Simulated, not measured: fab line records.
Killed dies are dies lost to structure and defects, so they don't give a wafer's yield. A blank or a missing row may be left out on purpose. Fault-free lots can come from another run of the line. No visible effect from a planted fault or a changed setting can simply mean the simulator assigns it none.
fab line records	flow n5Finfet
record: lots: 11	wafers: 30	lastDay: 18
route steps=1938 shown HKMG_FIN@400 BEOL_M4@1111 PASSIVATION@1936
lots untouched by any fault: they come from a run of this same line in which no faults occurred
startH: the number of hours between the record's first day and the start of the first shown wafer of the lot	waitH: time in hours since the lot's previous step	" unchanged from the row above	L1.1+2: a single row standing in for several wafers	- either no value or no given start	* or withheld: withheld	< > ~ a bound
route shown NAME@n: names a module that has steps shown in the file, with the first one's number in the route	usual: mean/standard deviation of fault-free wafers	same: alike in all rows	chamber/n: place in a boat	sites: each site's reading	_std_site: standard deviation across them	_edge_site: outer sites' mean less inner sites'	radiusMm: for every site, how far away it sits from the centre of the wafer	mask NAME#n: copy n	behind: the tool/chamber that last shaped the wafer	hold: the reason the lot was held/the length of the hold in hours/how it ended	device: transistor that didn't switch, given as n, p or np	end of line: the same wafers' tests at the end of the route	a step with no rows: only its recipe	killed: dies that structure and defects cost at the first sort, which is not the same as the wafer's yield	map: the dies of a wafer, with x for killed, . for not killed, _ for no die there
set.NAME: the setting that was run; set.NAME@STEP: the one run at that earlier step	model.NAME: the simulator's own value behind a step, which no gauge read
one table for each step of the route and one row for each wafer, over a sample of lots
services: when a tool's chamber went out of use (startH, in hours from the record's first day, below 0 if earlier), for how many hours, and the reason
== steps ==
step: N5_HKMG_FIN_INSPECT_61
recipe: mode: adi	inspectInstrument: macro
usual: rawDefectCount: 2.0/1.3
lot.wafer	tool	chamber	startH	waitH	rawDefectCount
L133.1	defectInspect-02	-	84.68	0.0	0
L133.3	"	-	"	"	1
L133.5	"	-	"	"	2
L137.2	defectInspect-02	-	112.85	0.0	2
L137.6	"	-	"	"	0
L141.1	defectInspect-01	-	136.43	0.0	1
L141.6	"	-	"	"	1
L142.1	defectInspect-01	-	139.71	0.0	4
L142.2	"	-	"	"	2
L146.1	defectInspect-02	-	164.04	0.0	4
L146.2	"	-	"	"	2
L146.5	"	-	"	"	3
L147.1	defectInspect-01	-	174.97	0.0	4
L147.3	"	-	"	"	3
L147.4	"	-	"	"	1
L149.1	defectInspect-02	-	186.65	0.0	1
L149.2	"	-	"	"	1
L149.3	"	-	"	"	3
L151.2	defectInspect-02	-	194.70	0.0	3
L151.4	"	-	"	"	1
L151.5	"	-	"	"	2
L152.2	defectInspect-01	-	200.56	0.0	1
L152.3	"	-	"	"	2
L152.4	"	-	"	"	1
L153.2	defectInspect-02	-	205.06	0.0	1
L153.3	"	-	"	"	2
L153.6	"	-	"	"	1
L154.1	defectInspect-01	-	212.68	0.0	2
L154.5	"	-	"	"	2
L154.6	"	-	"	"	1
step: N5_HKMG_FIN_ALD_79
recipe: material: TiN	targetThkA: 15	tempC: 400	aldPrecursorFamily: TiCl4	aldCoReactant: NH3	pulseTimeS: 1	purgeTimeS: 3	coReactantPurgeTimeS: 2	coReactantPulseTimeS: 2	aldCycles: 68	pressureTorr: 3
usual: coReactantPulseTimeS: 2/0	heaterPowerW: 873/110	precursorPulseHeightRel: 1.000/0.02
same: aldCycles: 68	pulseTimeS: 1
lot.wafer	tool	chamber	startH	waitH	coReactantPulseTimeS	heaterPowerW	precursorPulseHeightRel
L133.1	aldMetal-02	0	86.10	0.0	2	895	1.017
L133.3	"	1	"	"	2	1109	1.006
L133.5	"	1	"	"	2	1093	0.989
L137.2	aldMetal-01	3	115.00	0.0	2	970	0.993
L137.6	"	3	"	"	2.1592	951	1.010
L141.1	aldMetal-01	3	137.91	0.0	2.1592	911	1.009
L141.6	"	3	"	"	2.1592	966	0.978
L142.1	aldMetal-01	2	141.11	0.0	2.1592	787	0.984
L142.2	"	1	"	"	2	727	1.029
L146.1	aldMetal-04	0	165.44	0.0	2	760	0.975
L146.2	"	3	"	"	2	850	1.001
L146.5	"	2	"	"	2	749	1.001
L147.1	aldMetal-04	3	176.41	0.0	2	854	1.001
L147.3	"	2	"	"	2	754	0.994
L147.4	"	0	"	"	2	790	1.028
L149.1	aldMetal-02	3	188.19	0.0	2	1088	0.999
L149.2	"	0	"	"	2	930	0.981
L149.3	"	2	"	"	2	874	0.976
L151.2	aldMetal-01	3	196.16	0.0	2	976	0.982
L151.4	"	0	"	"	2	889	1.021
L151.5	"	1	"	"	2	719	1.015
L152.2	aldMetal-01	2	201.96	0.0	2	790	1.002
L152.3	"	1	"	"	2	728	0.969
L152.4	"	0	"	"	2	915	0.982
L153.2	aldMetal-01	1	206.46	0.0	2	722	0.964
L153.3	"	2	"	"	2	771	0.969
L153.6	"	0	"	"	2	884	1.014
L154.1	aldMetal-01	2	214.08	0.0	2	772	0.984
L154.5	"	0	"	"	2	920	0.960
L154.6	"	1	"	"	2	717	0.999
step: N5_HKMG_FIN_CVD_62
recipe: material: a-Si	targetThkA: 30	tempC: 500	precursor: Si2H6	pressureTorr: 1	timeS: 20.8
usual: heaterPowerW: 1382/120
lot.wafer	tool	chamber	startH	waitH	heaterPowerW
L133.1	thermalCvdSi-01	2	86.46	0.2	1381
L133.3	"	0	"	"	1321
L133.5	"	0	"	"	1255
L137.2	thermalCvdSi-01	2	115.37	0.2	1427
L137.6	"	0	"	"	1310
L141.1	thermalCvdSi-01	0	138.27	0.2	1321
L141.6	"	0	"	"	1277
L142.1	thermalCvdSi-02	0	141.47	0.2	1208
L142.2	"	2	"	"	1503
L146.1	thermalCvdSi-02	0	165.80	0.2	1248
L146.2	"	2	"	"	1487
L146.5	"	2	"	"	1539
L147.1	thermalCvdSi-01	2	176.77	0.2	1424
L147.3	"	2	"	"	1377
L147.4	"	0	"	"	1275
L149.1	thermalCvdSi-01	2	188.55	0.2	1415
L149.2	"	0	"	"	1294
L149.3	"	2	"	"	1431
L151.2	thermalCvdSi-01	0	196.52	0.2	1260
L151.4	"	0	"	"	1247
L151.5	"	2	"	"	1430
L152.2	thermalCvdSi-02	0	202.32	0.2	1303
L152.3	"	1	"	"	1563
L152.4	"	2	"	"	1525
L153.2	thermalCvdSi-01	1	206.82	0.2	1250
L153.3	"	2	"	"	1395
L153.6	"	2	"	"	1408
L154.1	thermalCvdSi-02	0	214.44	0.2	1253
L154.5	"	1	"	"	1515
L154.6	"	2	"	"	1528
step: N5_HKMG_FIN_ALD_36
recipe: material: TiN	targetThkA: 10	tempC: 400	aldPrecursorFamily: TiCl4	aldCoReactant: NH3	pulseTimeS: 1	purgeTimeS: 3	coReactantPurgeTimeS: 2	coReactantPulseTimeS: 2	aldCycles: 47	pressureTorr: 3
usual: coReactantPulseTimeS: 2/0	heaterPowerW: 899/130	precursorPulseHeightRel: 0.998/0.019
same: aldCycles: 47	pulseTimeS: 1
lot.wafer	tool	chamber	startH	waitH	coReactantPulseTimeS	heaterPowerW	precursorPulseHeightRel
L133.1	aldMetal-01	3	86.86	0.0	2	963	1.025
L133.3	"	2	"	"	2	779	1.003
L133.5	"	3	"	"	2	984	1.015
L137.2	aldMetal-04	3	115.76	0.0	2	847	1.007
L137.6	"	0	"	"	2	790	0.972
L141.1	aldMetal-02	3	138.73	0.0	2	1121	1.006
L141.6	"	2	"	"	2	890	0.991
L142.1	aldMetal-02	2	141.90	0.0	2	903	1.023
L142.2	"	3	"	"	2	1081	1.044
L146.1	aldMetal-01	1	166.20	0.0	2	734	0.986
L146.2	"	3	"	"	2	948	0.977
L146.5	"	0	"	"	2	905	0.991
L147.1	aldMetal-02	0	177.57	0.0	2	909	1.016
L147.3	"	2	"	"	2	890	0.969
L147.4	"	3	"	"	2	1100	0.988
L149.1	aldMetal-01	1	188.99	0.0	2	723	0.982
L149.2	"	3	"	"	2	944	1.009
L149.3	"	2	"	"	2	785	0.977
L151.2	aldMetal-01	1	196.97	0.0	2	724	0.972
L151.4	"	3	"	"	2	969	1.010
L151.5	"	3	"	"	2	973	1.011
L152.2	aldMetal-04	2	202.84	0.0	2	752	0.988
L152.3	"	3	"	"	2	873	0.995
L152.4	"	1	"	"	2	889	0.952
L153.2	aldMetal-02	3	207.22	0.0	2	1095	0.997
L153.3	"	1	"	"	2	1091	1.013
L153.6	"	3	"	"	2	1075	1.027
L154.1	aldMetal-04	0	215.12	0.0	2	797	1.006
L154.5	"	2	"	"	2	765	1.015
L154.6	"	3	"	"	2	878	0.993
step: N5_BEOL_M4_RC_MEAS_101
usual: DIBL_N: 36.2/1.6	DIBL_P: 36.1/2	IOFF_N: 0.16/0.032	IOFF_P: 0.22/0.036	ION_N: 672/11	ION_P: 463/7.5	SS_N: 71.4/0.58	SS_P: 73.2/0.67	VT_N: 250/3.3	VT_P: -250/3.3
lot.wafer	tool	chamber	startH	waitH	DIBL_N[mV/V]	DIBL_P[mV/V]	IOFF_N[nA/um]	IOFF_P[nA/um]	ION_N[uA/um]	ION_P[uA/um]	SS_N[mV/dec]	SS_P[mV/dec]	VT_N[mV]	VT_P[mV]
L133.1	prober-02	0	179.65	0.0	35.8	36.9	0.15	0.22	678	470	71.6	73.6	248	-250
L133.3	"	0	"	"	35.9	35.7	0.15	0.19	664	457	71.4	72.8	249	-252
L133.5	"	0	"	"	38.0	39.7	0.19	0.27	675	469	72.2	74.3	249	-249
L137.2	prober-02	0	217.83	0.2	36.2	36.8	0.15	0.20	654	455	72.1	73.0	252	-251
L137.6	"	0	"	"	37.4	39.0	0.18	0.23	671	458	71.7	74.2	248	-250
L141.1	prober-02	0	234.37	0.0	36.8	37.0	0.18	0.23	673	461	71.7	73.3	248	-250
L141.6	"	0	"	"	34.8	35.0	0.15	0.21	676	465	71.6	73.7	248	-248
L142.1	prober-01	0	237.90	0.0	36.6	37.0	0.17	0.26	681	470	71.9	73.4	249	-245
L142.2	"	0	"	"	35.3	35.8	0.15	0.24	675	474	71.6	72.6	250	-246
L146.1	prober-02	0	270.23	0.0	35.3	35.2	0.15	0.20	676	465	71.4	73.8	248	-251
L146.2	"	0	"	"	41.1	40.7	0.29	0.29	699	466	73.2	74.8	240	-247
L146.5	"	0	"	"	36.6	37.4	0.17	0.23	674	466	71.1	73.8	247	-247
L147.1	prober-02	0	276.46	0.0	34.2	33.8	0.13	0.18	647	455	70.6	72.7	253	-253
L147.3	"	0	"	"	33.3	32.6	0.13	0.17	657	459	70.6	72.4	251	-251
L147.4	"	0	"	"	36.3	36.6	0.17	0.23	665	457	72.2	73.4	248	-250
L149.1	prober-02	0	286.14	0.0	34.9	35.6	0.14	0.23	668	463	71.3	73.1	253	-246
L149.2	"	0	"	"	32.7	32.1	0.12	0.18	677	467	70.6	72.5	251	-248
L149.3	"	0	"	"	37.0	37.2	0.19	0.27	681	472	71.7	73.3	245	-244
L152.2	prober-02	0	294.98	0.2	33.0	30.8	0.11	0.15	649	449	71.1	72.6	257	-254
L152.3	"	0	"	"	38.4	38.8	0.20	0.27	676	463	71.9	74.0	248	-244
L152.4	"	0	"	"	35.4	34.2	0.13	0.19	670	463	71.2	72.6	251	-249
L151.2	prober-02	0	305.23	0.2	40.5	38.1	0.21	0.27	666	462	71.8	73.7	246	-247
L151.4	"	0	"	"	37.6	34.2	0.15	0.20	660	462	71.4	72.6	250	-250
L151.5	"	0	"	"	38.3	34.9	0.16	0.20	653	457	71.7	72.8	251	-250
L153.2	prober-02	0	323.01	0.2	33.9	34.4	0.12	0.17	661	464	70.6	71.7	254	-253
L153.3	"	0	"	"	35.4	37.0	0.14	0.20	679	466	70.3	72.9	253	-249
L153.6	"	0	"	"	34.7	36.1	0.13	0.19	669	466	70.5	72.2	254	-252
L154.1	prober-02	0	339.85	0.0	38.7	39.5	0.20	0.25	694	469	72.4	73.6	244	-246
L154.5	"	0	"	"	36.5	37.2	0.16	0.22	679	470	72.2	73.4	250	-247
L154.6	"	0	"	"	34.7	35.7	0.13	0.20	661	465	71.4	72.2	252	-252
step: N5_PASSIVATION_PROBE_49
usual: defectLimitedYield: 91.4/1.3	killed_at_M0_to_M3: 34/10	killed_at_M4_up: 14/5.6	killedAtContacts: 13/5.9	killedAtFrontEnd: 37/9.9	killedAtOther: 3.5/2.8	killedDies: 101/15	killedOpen: 67/12	killedShort: 32/6.6	sort_bin_4_leakage: 0.00/0.014	sort_bin_5_function: 5.0/0.81	sort_bin_6_memory: 3.2/0.66	sortNPass: 1079/15	sortYieldPct: 91.4/1.3
same: grossDies: 1180	killedAtBackSide: 0	sort_bin_8_speed[%]: 0
lot.wafer	tool	chamber	startH	waitH	defectLimitedYield[%]	killed_at_M0_to_M3	killed_at_M4_up	killedAtContacts	killedAtFrontEnd	killedAtOther	killedDies	killedOpen	killedShort	sort_bin_4_leakage[%]	sort_bin_5_function[%]	sort_bin_6_memory[%]	sortNPass	sortYieldPct[%]
L142.1	prober-01	-	342.28	0.0	91.5	33	12	18	35	2	100	62	37	0	5.6	2.5	1080	91.5
L151.2	prober-02	-	404.77	0.1	90.8	34	8	10	53	4	109	70	32	0	5.2	3.3	1071	90.8
L151.4	prober-02	-	404.87	0.2	91.9	37	14	8	31	6	96	67	27	0	4.7	3.3	1084	91.9
L151.5	prober-02	-	404.92	0.2	90.9	38	7	10	50	2	107	79	27	0	4.8	3.9	1073	90.9
killed by level:class
L142.1 MOL_CONTACT_COAG:geometricParticle:open=15 FIN_SAQP:geometricParticle:short=10 BEOL_M1:geometricParticle:open=10 FIN_SAQP:geometricParticle:open=9 BEOL_M3:geometricParticle:open=7 BEOL_M0_SAQP:geometricParticle:short=4 BEOL_M4:geometricParticle:open=4 DUMMY_GATE:geometricParticle:open=3
L151.2 STI_FIN_REVEAL:geometricParticle:open=15 FIN_SAQP:geometricParticle:open=11 BEOL_M2:geometricParticle:open=9 GATE_CUT:geometricParticle:short=8 BEOL_M3:geometricParticle:open=7 MOL_CONTACT_COAG:geometricParticle:open=6 BEOL_M3:geometricParticle:short=6 HKMG_FIN:areaEtch=6
L151.4 BEOL_M3:geometricParticle:open=16 MOL_CONTACT_COAG:geometricParticle:open=7 STI_FIN_REVEAL:geometricParticle:open=5 BEOL_M0_SAQP:geometricParticle:short=5 BEOL_M4:geometricParticle:open=5 BEOL_M1:geometricParticle:open=4 STARTING-WAFER:geometricParticle:open=4 DUMMY_GATE:geometricParticle:short=4
L151.5 SPACER0:geometricParticle:open=13 FIN_SAQP:geometricParticle:open=11 BEOL_M3:geometricParticle:open=11 MOL_CONTACT_COAG:geometricParticle:open=7 DUMMY_GATE:geometricParticle:open=7 BEOL_M0:geometricParticle:open=6 BEOL_M0_SAQP:geometricParticle:open=5 STI_FIN_REVEAL:geometricParticle:open=4
== services ==
tool	chamber	startH	hours	kind
thermalCvdSi-02	2	66.93	7.0	repair
aldMetal-01	0	90.26	-	calibration
thermalCvdSi-02	-	150.59	1.2	repair
thermalCvdSi-01	0	154.95	10.9	repair
aldMetal-01	0	166.46	3.5	repair
thermalCvdSi-01	1	173.13	32.0	repair
aldMetal-01	2	175.13	6.4	repair
aldMetal-04	-	195.52	1.3	repair
aldMetal-01	-	209.05	2.8	pm
== key ==
firstSign: step: N5_HKMG_FIN_ALD_79	reading: coReactantPulseTimeS	direction: up	sigmas: 99+	usual: *	struck: *
effect none on later readings
metAt N5_HKMG_FIN_ALD_79
struckLots L137,L141,L142
struckWafers L137.6,L141.1,L141.6,L142.1
notActingAt N5_HKMG_FIN_INSPECT_61,N5_HKMG_FIN_CVD_62,N5_HKMG_FIN_ALD_36
fault: kind: processParameterDrift	tool: aldMetal-01	chamber: -	onsetH: 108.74	steps: N5_HKMG_FIN_ALD_79	channel: coReactantPulseTimeS	offset: *	shape: step	endH: 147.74	scope: struckWafersOnly	actsIn: *	stated: *
